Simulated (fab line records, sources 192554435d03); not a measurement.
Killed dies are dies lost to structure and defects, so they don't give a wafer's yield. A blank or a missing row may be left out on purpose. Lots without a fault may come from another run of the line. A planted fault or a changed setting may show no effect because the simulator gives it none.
Split-lot experiment | flow n5_finfet | 7 lots, 21 wafers read, on a route of 1938 steps

THE SPLIT
At N5_BEOL_M0_ETCH_138 (etches SiCN in CH3F/O2, target depth 12 nm, time 31.6 s), the setting source_w was moved away from the recipe's 395 W on 6 of the 21 wafers read, by -11.5% to +15.0%. The other wafers ran this setting at the recipe's value.

The reading is taken at the split's own step.

THE READING
rf_vpp_V, in V, at N5_BEOL_M0_ETCH_138 (etches SiCN in CH3F/O2, target depth 12 nm, time 31.6 s). Fault-free wafers of this fab line usually give 297.7 V, standard deviation 1.8 V.

wafer  | tool, chamber at the split | source_w as run, W | against the recipe | rf_vpp_V, V | against lot-mates on the recipe
L074.2 | rie_diel-04, 2             | 395                | recipe             | 298.6       | -
L074.4 | rie_diel-04, 3             | 395                | recipe             | 298.3       | -
L074.6 | rie_diel-04, 0             | 395                | recipe             | 295.6       | -
L075.3 | rie_diel-04, 3             | 395                | recipe             | 297.7       | -
L075.5 | rie_diel-04, 2             | 454.1              | +15.0%             | 283.7       | -14.0
L075.6 | rie_diel-04, 1             | 454.1              | +15.0%             | 284.3       | -13.4
L080.1 | rie_diel-02, 2             | 395                | recipe             | 299.3       | -
L080.2 | rie_diel-02, 0             | 395                | recipe             | 295.1       | -
L080.4 | rie_diel-02, 3             | 395                | recipe             | 296.6       | -
L082.1 | rie_diel-04, 2             | 395                | recipe             | 296.0       | -
L082.3 | rie_diel-04, 1             | 395                | recipe             | 297.1       | -
L082.6 | rie_diel-04, 1             | 395                | recipe             | 295.2       | -
L084.3 | rie_diel-02, 1             | 395                | recipe             | 298.6       | -
L084.4 | rie_diel-02, 0             | 395                | recipe             | 294.5       | -
L084.5 | rie_diel-02, 0             | 395                | recipe             | 296.1       | -
L088.2 | rie_diel-05, 3             | 395                | recipe             | 297.1       | -
L088.4 | rie_diel-05, 1             | 349.6              | -11.5%             | 312.0       | +13.6
L088.6 | rie_diel-05, 2             | 395                | recipe             | 299.7       | -
L091.3 | rie_diel-04, 1             | 350.4              | -11.3%             | 308.7       | no lot-mate on the recipe
L091.5 | rie_diel-04, 1             | 350.4              | -11.3%             | 307.3       | no lot-mate on the recipe
L091.6 | rie_diel-04, 0             | 350.4              | -11.3%             | 313.6       | no lot-mate on the recipe

THE FIT
A straight line over all 21 wafers: rf_vpp_V changes by -1.03 V for each +1% of source_w; r = -0.96; the points scatter about the line by 2 V.
The same after taking each lot's own level away (the mean of its wafers on the recipe; 18 wafers): -0.984 V for each +1%; r = -0.97; scatter 1.5 V.
On that fit, the largest move of source_w shifts the reading by 15 V.
The lots' own levels span 296.10 to 298.40 V, that is 1.3 times the standard deviation above.
So the lot-to-lot level changes the slope little: the two slopes agree.
Check: with one of the wafers moved furthest among these (+15.0%) left out of the fit, the line predicts -14.8 V for it against its lot-mates. It came out at -14 V against them.
Tool readings at the split's step, against how far the setting was moved: rf_vpp_V r = -0.96.

OTHER SPLITS ON THESE WAFERS
These wafers also went through other splits before the reading. Each is held against what the fit with the lots' levels taken away leaves over:
other split on the same wafers | wafers away from the commonest value | r with rf_vpp_V (lot level and that fit taken away)
N5_BEOL_M0_CUTY_ETCH_63 time_s | 4                                    | -0.05

THE FILE'S OWN FIT
rf_vpp_V changes by -1.01 V for each +1% of source_w, r = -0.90.
